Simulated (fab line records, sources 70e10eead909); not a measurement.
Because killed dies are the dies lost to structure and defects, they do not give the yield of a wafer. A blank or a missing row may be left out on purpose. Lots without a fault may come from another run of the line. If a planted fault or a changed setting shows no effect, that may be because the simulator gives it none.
A struck lot beside a sound one || flow nandHarc || 17 steps out of a route of 1159
Sound: these wafers, L883.4, L883.5, L883.6. Struck: wafer L901.5 (L901.3, L901.6, from the same lot, were not struck and are left out); the cause is given at the end.
For every step that has rows: the tool of each side, followed by ch and its chambers, followed by its first start. Under that, the readings that differ: sound wafers || struck wafers || difference of the means || sigmas: that difference in standard deviations of wafers without a fault.
alike: readings with means less than 2 such deviations apart, plus words and numbers identical on both sides. not compared: withheld readings, readings lacking a value on some wafer, bounds such as >300 that could conceal the same value, and numbers that have no deviation in the record and whose values overlap.
A row with sigmas, a row that says differs or no value, or rows on one side alone: a step with any of these is where the two part. Non-overlapping numbers with no deviation appear without sigmas and do not part them. A reading that every wafer of one side lacks parts them only if that side has two wafers or more.

NHARC_A_M1_INSPECT_11:
  sound: defectInspect-02 at day 17 20:00; struck: defectInspect-02 at day 22 00:02
  alike: rawDefectCount
NHARC_A_M1_DESCUM_14: chemistry O2, time 3 s.
  sound on rieDiel-09 ch 1,2,3, day 17 20:05; struck on rieDiel-13 ch 2, day 22 00:07
{"reading": "showerheadPlenumPTorr (Torr)", "sound": "2.01 1.86 2.05", "struck": 1.81, "difference": -0.16, "sigmas": -2}
  alike: drypumpMotorCurrentA, o2FlowSccm, oesProductAu, rfVppV, throttleValvePct
  not compared: rfHoursCounterH
NHARC_A_M1_ETCH_35: etches the open film in N2/H2, target depth 40 nm, overetch 12 nm, time 43.94 s.
  sound on rieDiel-09 ch 0,1, day 17 20:08; struck on rieDiel-13 ch 3, day 22 00:12
{"reading": "drypumpMotorCurrentA (A)", "sound": "5.7 5.7 5.2", "struck": 6.6, "difference": "+1.1", "sigmas": "+3"}
  alike: oesProductAu, rfFwdPowerW, rfVppV, showerheadPlenumPTorr, throttleValvePct
  not compared: rfHoursCounterH
then, 1 step without rows for these wafers: NHARC_A_M1_ETCH_15 (etches the open film in C4F8/Ar, target depth 182.5 nm, time 91.2 s).
NHARC_A_M1_CD_MEAS_16:
  sound: cdSem-02 at day 17 20:22; struck: cdSem-01 at day 22 00:25
  alike: cdNm
NHARC_A_M1_STRIP_18: strips in N2/H2.
  sound on rieDiel-13 ch 1,2,3, day 17 20:31; struck on rieDiel-09 ch 3, day 22 00:32
  alike: drypumpMotorCurrentA, oesProductAu, rfFwdPowerW, rfVppV, showerheadPlenumPTorr, throttleValvePct
  not compared: rfHoursCounterH
then, 3 steps without rows for these wafers: NHARC_A_M1_ETCH_28 (etches the open film in CF4/N2, target depth 30 nm, time 72.99 s); NHARC_A_M1_STRIP_19 (strips in post etch residue remover, time 600 s); NHARC_A_M1_DEGAS_29 (time 60 s).
NHARC_A_M1_PRE_CLEAN_30: time 30 s.
  sound on pvdSputter-01; struck on pvdSputter-03
  alike: heaterPowerW
then, 2 steps without rows for these wafers: NHARC_A_M1_PVD_20 (deposits TaN, target thk 5 nm, time 8.06 s); NHARC_A_M1_PVD_21 (deposits Cu, target thk 30 nm, time 20.49 s).
NHARC_A_M1_ECD_22: material Cu, target thk 400 nm.
  sound on ecdCu-01 ch 0,1, day 17 21:38; struck on ecdCu-01 ch 0, day 22 01:37
  alike: bathHeatDutyPct
NHARC_A_M1_ANNEAL_31: time 90 s.
  sound on rtpAnneal-02 ch 0, day 17 22:07; struck on rtpAnneal-02 ch 0, day 22 02:00
{"reading": "wafer_temp_C_max", "sound": "225.4 226.0 225.9", "struck": 226.6, "difference": "+0.8", "sigmas": "+3"}
NHARC_A_M1_CMP_23: polishes, t overpolish 20 s, target thk 154.34 nm.
  sound on cmp-04 ch 1,2,3, day 17 22:21; struck on cmp-02 ch 2, day 22 02:14
{"reading": "timeToEndpointS (s)", "sound": "33 25 33", "struck": 18, "difference": -12, "sigmas": -4}
  alike: motorCurrentA
NHARC_A_M1_THK_MEAS_24: measures by xrf.
  sound: filmMetro-01 at day 17 22:37; struck: filmMetro-01 at day 22 02:34
  alike: thkNm
NHARC_END_SORT_01:
  the record has rows for the struck wafers here (prober-02 ch 0, day 23 17:08) and none for the sound ones

WHERE THEY PART
At NHARC_A_M1_DESCUM_14 first; at NHARC_END_SORT_01 last (within this record only).

WHY: whatever the simulator had introduced
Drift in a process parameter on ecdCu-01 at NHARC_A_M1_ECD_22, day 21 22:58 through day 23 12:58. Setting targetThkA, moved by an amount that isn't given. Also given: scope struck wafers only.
